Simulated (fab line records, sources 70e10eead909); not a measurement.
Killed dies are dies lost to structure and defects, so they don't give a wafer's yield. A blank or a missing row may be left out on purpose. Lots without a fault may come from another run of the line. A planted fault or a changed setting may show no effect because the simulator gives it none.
fab line records | flow nand_harc
record lots=13 wafers=39 last_day=34
route steps=1302 shown A_SGD_CUT@906 A_BONDPAD@1232 THIN_TSV@1245 END@1302
lots that met no fault: from a run of the same line without faults
start_h: hours from the record's first day to the start of the lot's first wafer shown | wait_h: hours since the lot's step before | " the same as in the row above | L1.1+2: a row that stands for several wafers | - no value, or no start given | * or withheld: withheld | < > ~ a bound
route shown NAME@n: a module of which the file shows steps, and the number in the route of the first | usual: mean/standard deviation of fault-free wafers | same: alike in all rows | chamber/n: place in a boat | sites: the reading at each site | _std_site: their standard deviation | _edge_site: outer sites' mean less inner sites' | radius_mm: how far each site lies from the wafer's centre | mask NAME#n: copy n | behind: the tool/chamber that last shaped the wafer | hold: why the lot was held/for how many hours/how that ended | device: the transistor (n, p or np) that didn't switch | end of line: the same wafers' tests at the end of the route | a step without rows: its recipe alone | killed: dies lost to structure and defects at the first sort, not the wafer's yield | map: a wafer's dies, x killed, . not, _ none there
set.NAME: the setting as run; set.NAME@STEP: as run at that earlier step | model.NAME: the simulator's own value behind a step, which no gauge read
steps of the route over a sample of lots; a table a step, a row a wafer
services: from which hour (start_h, from the record's first day; less than 0 if before it) a tool's chamber was out of use, for how many hours, and why
## steps
# step NHARC_A_SGD_CUT_ETCH_59
# recipe target_depth_a=2600 over_etch_frac=0.25 time_s=406.25 ion_energy_ev=200 n2_flow_sccm=150 h2_flow_sccm=150 ar_flow_sccm=0 rf_w=400 bias_w=150 chemistry=N2/H2
# usual drypump_motor_current_A=5.6/0.5 mfc_ar_sccm=0.003/0.0061 oes_product_au=1.002/0.01 rf_vpp_V=430.3/2.6 showerhead_plenum_p_Torr=2.03/0.086 throttle_valve_pct=14.173/0.0092
# columns lot.wafer tool chamber start_h wait_h drypump_motor_current_A mfc_ar_sccm oes_product_au rf_hours_counter_h rf_vpp_V showerhead_plenum_p_Torr throttle_valve_pct
L965.2 rie_diel-12 3 421.38 - 5.6 0 1.007 8.6 428.7 1.98 14.169
L965.1 " 0 " " 6.6 0 1.001 10.5 430.6 2.07 14.171
L965.6 " 2 " " 5.3 0 0.983 - 429.6 2.02 14.177
L967.1 rie_diel-01 2 450.49 - 6.2 0 1.018 2.8 429.7 2.00 14.173
L967.2 " 0 " " 4.9 0.004 1.009 2.7 432.4 2.08 14.163
L967.6 " 3 " " 5.5 0 1.009 - 435.3 2.20 14.156
L966.4 rie_diel-08 2 451.17 - 5.5 0.015 0.996 5.1 425.4 1.89 14.171
L966.3 " 3 " " 6.0 0 0.991 4.9 431.6 2.10 14.169
L966.6 " 0 " " 5.1 0.007 1.002 - 432.6 2.11 14.162
L976.4 rie_diel-12 3 549.95 - 5.6 0 0.984 5.9 429.5 1.98 14.171
L976.1 " 0 " " 6.6 0 1.011 6.3 430.9 2.07 14.180
L976.2 " 1 " " 5.8 0 1.008 6.3 427.6 1.97 14.181
L978.1 rie_diel-01 3 553.16 - 5.5 0 1.008 8.3 434.6 2.20 14.168
L978.6 " 1 " " 5.6 0 1.009 - 428.2 1.94 14.174
L978.5 " 2 " " 6.2 0 1.001 - 427.7 2.00 14.180
L977.1 rie_diel-12 3 561.75 - 5.6 0 0.970 7.0 428.6 1.98 14.157
L977.2 " 1 " " 5.8 0 0.990 7.2 429.5 1.97 14.165
L977.6 " 3 " " 5.6 0 0.979 - 429.8 1.98 14.178
L979.3 rie_diel-08 3 575.66 - 6.0 0 1.005 2.1 432.3 2.09 14.161
L979.2 " 1 " " 4.9 0.020 1.005 1.7 427.3 1.92 14.163
L979.6 " 3 " " 6.0 0 1.010 - 432.0 2.09 14.173
L981.2 rie_diel-01 3 575.86 - 5.5 0 0.998 0.7 435.0 2.20 14.182
L981.3 " 0 " " 4.9 0.004 1.011 0.8 428.9 2.07 14.161
L981.5 " 1 " " 5.6 0 0.991 - 426.7 1.94 14.169
L983.4 rie_diel-01 3 617.34 - 5.5 0 1.005 2.6 435.4 2.20 14.178
L983.1 " 0 " " 4.9 0.004 1.019 3.1 432.1 2.07 14.162
L983.3 " 2 " " 6.2 0 1.010 2.7 430.2 2.00 14.156
L985.2 rie_diel-01 3 632.83 - 5.5 0 1.005 3.4 433.9 2.20 14.189
L985.6 " 2 " " 6.2 0 0.997 - 431.6 2.00 14.169
L985.5 " 3 " " 5.5 0 1.002 - 435.6 2.20 14.183
L986.3 rie_diel-01 3 644.74 - 5.5 0 0.996 4.2 434.8 2.20 14.173
L986.2 " 1 " " 5.6 0 0.997 4.6 428.0 1.94 14.173
L986.1 " 2 " " 6.2 0 0.991 4.1 430.4 1.99 14.183
L987.3 rie_diel-12 2 644.86 - 5.3 0 1.001 1.2 429.7 2.01 14.173
L987.4 " 1 " " 5.8 0 1.001 1.3 428.9 1.97 14.174
L987.6 " 2 " " 5.3 0 0.999 - 428.9 2.01 14.186
L988.4 rie_diel-08 1 678.91 - 4.9 0.020 1.009 9.4 426.3 1.92 14.174
L988.3 " 3 " " 6.0 0 0.989 11.1 432.8 2.09 14.180
L988.2 " 0 " " 5.1 0.007 0.994 9.8 432.0 2.11 14.185
# step NHARC_A_BONDPAD_THK_MEAS_20
# recipe thk_meas_gauge=xrf
# usual thk_nm=169.7/1.5
# columns lot.wafer tool chamber start_h wait_h thk_nm
L965.1 film_metro-02 - 517.58 - 171.5
L965.2 " - " " 167.2
L965.6 " - " " 170.9
L967.1 film_metro-02 - 553.26 - 169.2
L967.2 " - " " 166.3
L967.6 " - " " 167.4
L966.3 film_metro-02 - 555.41 - 169.2
L966.4 " - " " 170.9
L966.6 " - " " 166.5
L976.1 film_metro-01 - 647.23 - 168.9
L976.2 " - " " 169.8
L976.4 " - " " 171.1
L978.1 film_metro-02 - 659.97 - 170.5
L978.5 " - " " 169.9
L978.6 " - " " 168.0
L977.1 film_metro-01 - 666.07 - 167.7
L977.2 " - " " 170.6
L977.6 " - " " 171.5
L979.2 film_metro-01 - 672.35 - 168.4
L979.3 " - " " 169.0
L979.6 " - " " 168.5
L981.2 film_metro-02 - 673.33 - 172.6
L981.3 " - " " 170.9
L981.5 " - " " 169.6
L983.1 film_metro-01 - 714.45 - 168.6
L983.3 " - " " 169.2
L983.4 " - " " 172.6
L985.2 film_metro-01 - 730.37 - 168.5
L985.5 " - " " 170.1
L985.6 " - " " 172.3
L987.3 film_metro-02 - 737.34 - 170.7
L987.4 " - " " 170.4
L987.6 " - " " 170.1
L986.1 film_metro-01 - 741.00 - 170.1
L986.2 " - " " 171.5
L986.3 " - " " 169.2
L988.2 film_metro-01 - 782.19 - 167.8
L988.3 " - " " 167.3
L988.4 " - " " 169.7
# step NHARC_THIN_TSV_CMP_01
# recipe target_thk_um=3
# usual motor_current_A=12.2/0.77
# columns lot.wafer tool chamber start_h wait_h motor_current_A
L965.2 cmp-01 1 531.00 0.9 11.9
L965.1 " 2 " " 12.0
L965.6 " 3 " " 12.6
L966.4 cmp-03 1 564.65 0.4 12.4
L966.3 " 2 " " 11.2
L966.6 " 2 " " 12.4
L967.1 cmp-03 1 565.85 1.0 12.1
L967.2 " 0 " " 13.2
L967.6 " 2 " " 12.0
L976.4 cmp-01 0 661.10 0.4 12.6
L976.1 " 2 " " 12.0
L976.2 " 3 " " 13.1
L978.1 cmp-01 1 669.86 1.1 11.5
L978.5 " 2 " " 12.7
L978.6 " 3 " " 13.0
L977.2 cmp-04 2 677.27 0.9 11.7
L977.1 " 3 " " 10.8
L977.6 " 1 " " 10.8
L979.3 cmp-04 2 685.06 0.7 12.1
L979.2 " 3 " " 11.3
L979.6 " 0 " " 12.0
L981.2 cmp-04 2 686.26 0.9 11.8
L981.3 " 3 " " 11.2
L981.5 " 0 " " 11.5
L983.4 cmp-03 2 727.88 0.4 11.8
L983.3 " 3 " " 12.1
L983.1 " 1 " " 12.5
L985.2 cmp-01 2 746.43 0.8 11.9
L985.5 " 2 " " 12.1
L985.6 " 3 " " 13.9
L987.3 cmp-03 1 755.55 0.6 12.8
L987.4 " 0 " " 13.7
L987.6 " 1 " " 13.2
L986.2 cmp-01 2 756.74 0.8 12.5
L986.3 " 0 " " 12.2
L986.1 " 1 " " 11.7
L988.4 cmp-04 1 793.30 0.4 11.1
L988.2 " 3 " " 11.5
L988.3 " 0 " " 11.2
# step NHARC_THIN_TSV_CD_MEAS_33
# recipe target_cd_nm=5000 landing_energy_ev=500
# usual cd_nm=5000.2/1.8
# columns lot.wafer tool chamber start_h wait_h cd_nm
L965.1 cd_sem-01 0 537.92 - 5001.1
L965.2 " 0 " " 4999.5
L965.6 " 0 " " 4999.5
L966.3 cd_sem-01 0 571.74 - 4998.5
L966.4 " 0 " " 4999.4
L966.6 " 0 " " 4999.8
L967.1 cd_sem-03 0 573.07 - 4999.2
L967.2 " 0 " " 4998.9
L967.6 " 0 " " 4997.9
L976.1 cd_sem-01 0 668.20 - 5000.7
L976.2 " 0 " " 4998.9
L976.4 " 0 " " 5001.0
L978.1 cd_sem-01 0 676.99 - 5000.9
L978.5 " 0 " " 5004.8
L978.6 " 0 " " 5000.9
L977.1 cd_sem-02 0 684.51 - 4998.6
L977.2 " 0 " " 5000.5
L977.6 " 0 " " 5001.0
L979.2 cd_sem-02 0 692.02 - 4998.6
L979.3 " 0 " " 5001.6
L979.6 " 0 " " 5003.3
L981.2 cd_sem-03 0 693.29 - 5001.0
L981.3 " 0 " " 4999.8
L981.5 " 0 " " 5003.4
L983.1 cd_sem-03 0 735.10 - 5003.1
L983.3 " 0 " " 4999.9
L983.4 " 0 " " 5001.3
L985.2 cd_sem-01 0 753.64 - 5000.1
L985.5 " 0 " " 4999.2
L985.6 " 0 " " 4999.7
L987.3 cd_sem-01 0 762.86 - 5000.0
L987.4 " 0 " " 4998.4
L987.6 " 0 " " 5001.0
L986.1 cd_sem-03 0 763.98 - 5001.4
L986.2 " 0 " " 5001.6
L986.3 " 0 " " 5000.8
L988.2 cd_sem-01 0 800.70 - 4998.6
L988.3 " 0 " " 4998.0
L988.4 " 0 " " 4997.5
# step NHARC_END_SORT_01
# recipe temp_c=25
# usual killed_at_array=53/21 killed_at_other=1.1/1.5 killed_at_periphery=3.9/2.7 killed_dies=58/21 killed_open=3.4/1.9 killed_short=2.3/1.5
# same gross_dies=677
# columns lot.wafer tool chamber start_h wait_h killed_at_array killed_at_other killed_at_periphery killed_dies killed_open killed_short
L976.1 prober-01 0 677.37 2.5 143 0 6 149 1 3
L976.2 prober-01 0 678.16 2.8 114 0 9 123 1 3
L976.4 prober-01 0 679.76 3.4 156 0 4 160 3 1
L978.1 prober-02 0 687.95 2.5 81 0 5 86 3 2
L978.5 prober-02 0 691.12 3.7 55 0 5 60 3 4
L978.6 prober-02 0 691.91 4.0 63 2 2 67 6 5
L977.1 prober-02 0 695.75 2.5 188 0 1 189 4 3
L977.2 prober-02 0 696.56 2.8 121 0 2 123 1 4
L977.6 prober-02 0 699.80 4.0 170 0 2 172 4 2
# killed by level:class
L976.1 A_SGD_CUT:unspecified=97 A_SLIT:chamber_film_flake=31 P_CONTACT:chamber_film_flake=4 A_CHANNEL_HOLE_D1:chamber_film_flake=4 A_STAIRCASE:chamber_film_flake=4 A_CONTACT:chamber_film_flake=3 P_STI:geometric_particle:short=1 P_M2:geometric_particle:open=1
L976.2 A_SGD_CUT:unspecified=67 A_SLIT:chamber_film_flake=26 P_CONTACT:chamber_film_flake=5 A_CHANNEL_HOLE_D1:chamber_film_flake=5 A_BLC:chamber_film_flake=5 A_STAIRCASE:chamber_film_flake=3 A_CONTACT:chamber_film_flake=3 P_STI:chamber_film_flake=2
L976.4 A_SGD_CUT:unspecified=108 A_SLIT:chamber_film_flake=29 A_CHANNEL_HOLE_D1:chamber_film_flake=6 A_CONTACT:chamber_film_flake=5 P_CONTACT:chamber_film_flake=3 A_BLC:chamber_film_flake=3 A_DECK1_JOINT:geometric_particle:open=2 A_WL_FILL:geometric_particle:short=1
L978.1 A_SLIT:chamber_film_flake=33 A_CHANNEL_HOLE_D2:chamber_film_flake=24 A_CHANNEL_HOLE_D1:chamber_film_flake=7 A_BONDPAD:chamber_film_flake=6 P_M2:chamber_film_flake=2 A_CHANNEL_FILL_D2:chamber_film_flake=2 A_WL_FILL:chamber_film_flake=2 A_CONTACT:chamber_film_flake=2
L978.5 A_SLIT:chamber_film_flake=23 A_CHANNEL_HOLE_D2:chamber_film_flake=14 A_CHANNEL_HOLE_D1:chamber_film_flake=6 A_CONTACT:chamber_film_flake=4 A_CHANNEL_FILL_D1:geometric_particle:short=2 P_M2:chamber_film_flake=2 A_BONDPAD:chamber_film_flake=2 P_GATE:geometric_particle:short=1
L978.6 A_SLIT:chamber_film_flake=24 A_CHANNEL_HOLE_D2:chamber_film_flake=17 A_BONDPAD:chamber_film_flake=6 A_CONTACT:chamber_film_flake=3 A_CHANNEL_HOLE_D1:chamber_film_flake=2 P_CONTACT:geometric_particle:open=1 A_ONON_D1:geometric_particle:open=1 A_CHANNEL_FILL_D1:geometric_particle:short=1
L977.1 A_SGD_CUT:unspecified=100 A_CHANNEL_HOLE_D1:chamber_film_flake=39 A_SLIT:chamber_film_flake=34 A_CONTACT:chamber_film_flake=5 A_STAIRCASE:chamber_film_flake=3 P_M2:geometric_particle:open=1 A_CHANNEL_FILL_D1:geometric_particle:short=1 A_ONON_D2:geometric_particle:short=1
L977.2 A_SGD_CUT:unspecified=67 A_SLIT:chamber_film_flake=31 A_CHANNEL_HOLE_D1:chamber_film_flake=11 A_CONTACT:chamber_film_flake=4 A_CHANNEL_FILL_D1:geometric_particle:short=2 A_CHANNEL_HOLE_D2:chamber_film_flake=2 P_CONTACT:geometric_particle:open=1 A_SOURCE_PLATE:geometric_particle:short=1
L977.6 A_SGD_CUT:unspecified=106 A_CHANNEL_HOLE_D1:chamber_film_flake=27 A_SLIT:chamber_film_flake=27 A_CONTACT:chamber_film_flake=3 P_STI:chamber_film_flake=2 A_SGD_CUT:geometric_particle:open=1 A_CHANNEL_HOLE_D1:geometric_particle:short=1 A_CHANNEL_FILL_D1:geometric_particle:short=1
## services
# columns tool chamber start_h hours kind
cmp-04 - 405.00 4.0 pm
cmp-03 - 410.08 1.7 repair
cmp-04 - 410.94 2.7 repair
cmp-03 - 412.41 1.2 repair
rie_diel-01 2 417.53 5.3 repair
cmp-03 - 428.85 1.4 repair
rie_diel-12 - 445.40 9.0 pm
rie_diel-01 - 448.76 0.5 repair
cmp-03 - 452.57 1.5 repair
cmp-03 - 456.79 4.0 pm
rie_diel-12 - 458.60 0.4 repair
cmp-01 - 462.39 0.5 repair
cmp-01 - 465.27 0.9 repair
cmp-01 - 479.50 4.0 pm
rie_diel-01 1 491.53 8.5 repair
cmp-01 - 503.35 1.0 repair
rie_diel-01 - 557.80 9.0 pm
cmp-01 - 564.19 1.2 repair
cmp-01 - 577.50 4.0 pm
cmp-01 - 617.14 2.1 repair
cmp-01 - 675.44 0.6 repair
cmp-01 - 686.22 1.6 repair
rie_diel-01 - 734.80 9.0 pm
cmp-01 - 773.99 4.0 pm
## key
first_sign step=NHARC_END_SORT_01 reading=killed_at_array direction=up sigmas=4.6 usual=53 struck=149
effect step=NHARC_END_SORT_01 reading=killed_dies direction=up sigmas=4.4 usual=58 struck=153
more_kills_born_at NHARC_A_SGD_CUT_ETCH_59@rie_diel-12=539
met_at NHARC_A_SGD_CUT_ETCH_59
struck_lots L976,L977
tester_left_out L976,L977
not_acting_at NHARC_A_BONDPAD_THK_MEAS_20,NHARC_THIN_TSV_CMP_01,NHARC_THIN_TSV_CD_MEAS_33
onset_between 421.38 549.95
fault kind=chamber_particle_source tool=rie_diel-12 chamber=- onset_h=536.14 steps=NHARC_A_SGD_CUT_ETCH_59 rate_per_visit_cm2=1.8691 end_h=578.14
# tester_left_out: of these lots the tester's yield and bins aren't shown, on N5 and GAA mostly nor the transistor test; their killed dies are dies lost to structure and defects alone, not to doping, threshold or leakage, so they don't give the yield
